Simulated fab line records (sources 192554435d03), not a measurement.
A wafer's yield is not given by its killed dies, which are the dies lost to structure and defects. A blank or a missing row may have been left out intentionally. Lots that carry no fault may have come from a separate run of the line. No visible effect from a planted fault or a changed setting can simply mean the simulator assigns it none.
Split-lot trial	flow n5_finfet	30 wafers read from 7 lots, route of 1938 steps

## ON THE SPLIT
At N5_BEOL_M9_ETCH_62 (etches SOC in N2/H2, target depth 110 nm, overetch 22 nm, time 165 s), the setting time_s was moved away from the recipe's 165 s on 9 of the 30 wafers read, by -20.0% to +46.3%. All remaining wafers had this setting at the recipe value.

## FROM THE SPLIT TO THE READING: what the file shows between them, 9 steps
- N5_BEOL_M9_STRIP_68: strips in N2/H2
- N5_BEOL_M9_STRIP_67: strips in CF4
- N5_BEOL_M9_HM_OPEN_17: chemistry Cl2/BCl3, target TiN, target depth 20 nm, overetch 6 nm
- N5_BEOL_M9_STRIP_19: strips in O2
- N5_BEOL_M9_CD_MEAS_18: pitch 140 nm, target cd 70 nm
- N5_BEOL_M9_COAT_63: time 60 s, resist thk 60 nm
- N5_BEOL_M9_COAT_64: time 60 s, resist thk 12 nm
- N5_BEOL_M9_PRECLEAN_42: cleans in residue remover, time 60 s
- N5_BEOL_M9_SRD_43: time 30 s

## THE READING
cd_nm, in nm, at N5_BEOL_M9_CD_MEAS_35 (target cd 70 nm, target cd y 40 nm). Typical for fault-free wafers on this fab line: 70.0 nm, with standard deviation 0.53 nm.

wafer	tool, chamber at the split	time_s as run, s	against the recipe	cd_nm, nm	against lot-mates on the recipe
L075.1	rie_diel-02, 0	165	recipe	70.5	-
L075.2	rie_diel-02, 3	165	recipe	70.3	-
L075.6	rie_diel-02, 2	165	recipe	69.5	-
L082.4	rie_diel-03, 0	165	recipe	70.1	-
L082.5	rie_diel-03, 1	165	recipe	70.3	-
L082.6	rie_diel-03, 0	165	recipe	70.6	-
L083.3	rie_diel-06, 0	165	recipe	70.6	-
L083.4	rie_diel-06, 2	165	recipe	69.8	-
L083.5	rie_diel-06, 3	165	recipe	69.9	-
L089.1	rie_diel-02, 3,1	132	-20.0%	68.3	-1.2
L089.2	rie_diel-02, 0	132	-20.0%	68.7	-0.8
L089.3	rie_diel-02, 2	165	recipe	69.7	-
L089.4	rie_diel-02, 3,1	132	-20.0%	69.1	-0.4
L089.5	rie_diel-02, 2	165	recipe	69.6	-
L089.6	rie_diel-02, 1	165	recipe	69.3	-
L092.2	rie_diel-06, 3	165	recipe	70.1	-
L092.3	rie_diel-06, 0	165	recipe	69.8	-
L092.6	rie_diel-06, 2	165	recipe	70.3	-
L096.1	rie_diel-02, 2	241.4	+46.3%	71.6	+1.8
L096.2	rie_diel-02, 1	165	recipe	70.3	-
L096.3	rie_diel-02, 3	165	recipe	69.6	-
L096.4	rie_diel-02, 0	241.4	+46.3%	71.4	+1.6
L096.5	rie_diel-02, 1	165	recipe	69.4	-
L096.6	rie_diel-02, 2	241.4	+46.3%	71.9	+2.1
L097.1	rie_diel-02, 0,2	223.7	+35.6%	71.5	+1.4
L097.2	rie_diel-02, 3	165	recipe	70.8	-
L097.3	rie_diel-02, 2	165	recipe	69.9	-
L097.4	rie_diel-02, 1	223.7	+35.6%	71.7	+1.6
L097.5	rie_diel-02, 0,2	223.7	+35.6%	71.5	+1.4
L097.6	rie_diel-02, 3	165	recipe	69.6	-
If several chambers appear in one row, that row covers several wafers at once and the file leaves open which wafer was in which chamber.

FIT RESULTS
A straight line over all 30 wafers: cd_nm changes by +0.0425 nm for each +1% of time_s; r = +0.89; the points scatter about the line by 0.42 nm.
The same after taking each lot's own level away (the mean of its wafers on the recipe; 30 wafers): +0.0408 nm for each +1%; r = +0.92; scatter 0.33 nm.
Per that fit: largest time_s move, reading shift of 1.9 nm.
Measured against the standard deviation above, the lots' own levels, which go from 69.53 to 70.33 nm, span 1.5 times it.
The two slopes agree, so the slope changes little with the lot-to-lot level.
Check: for one of the wafers moved furthest among these (+46.3%), held out of the fit, the line's prediction against its lot-mates is +1.9 nm. It came out at +1.83 nm against them.

## ADDITIONAL SPLITS CARRIED BY THESE WAFERS
Other splits were also applied to these wafers ahead of the reading. Each is held against what the fit with the lots' levels taken away leaves over:
other split on the same wafers	wafers away from the commonest value	r with cd_nm (lot level and that fit taken away)
N5_BEOL_M7_TRENCH_ETCH_37 target_depth_a	9	+0.00

## THE WHOLE CHAIN: every reading that the file lists as answering this split, in the file's order
step	what it does	reading	change (the file's fit)	r (the file's)
N5_BEOL_M9_ETCH_62	etches SOC in N2/H2, target depth 110 nm, overetch 22 nm, time 165 s	etch.depth_nm (the simulator's own value, which no gauge read)	not straight: 55.14 at the lowest setting, 100.1 at the recipe, 100.2 at the highest	not given
N5_BEOL_M9_ETCH_62	etches SOC in N2/H2, target depth 110 nm, overetch 22 nm, time 165 s	SiARC_of_BEOL_M9_COAT_60.thk_nm (the simulator's own value, which no gauge read)	-0.0628 nm for each +1% of the setting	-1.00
N5_BEOL_M9_ETCH_62	etches SOC in N2/H2, target depth 110 nm, overetch 22 nm, time 165 s	BEOL_M9.cd_offset_nm (the simulator's own value, which no gauge read)	+0.0341 nm for each +1% of the setting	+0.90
N5_BEOL_M9_CD_MEAS_18	pitch 140 nm, target cd 70 nm	cd_nm	+0.0457 nm for each +1% of the setting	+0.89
N5_BEOL_M9_CD_MEAS_35	target cd 70 nm, target cd y 40 nm	cd_nm	+0.0406 nm for each +1% of the setting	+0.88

## FILE'S OWN FIT
cd_nm changes by +0.0406 nm for each +1% of time_s, r = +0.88.
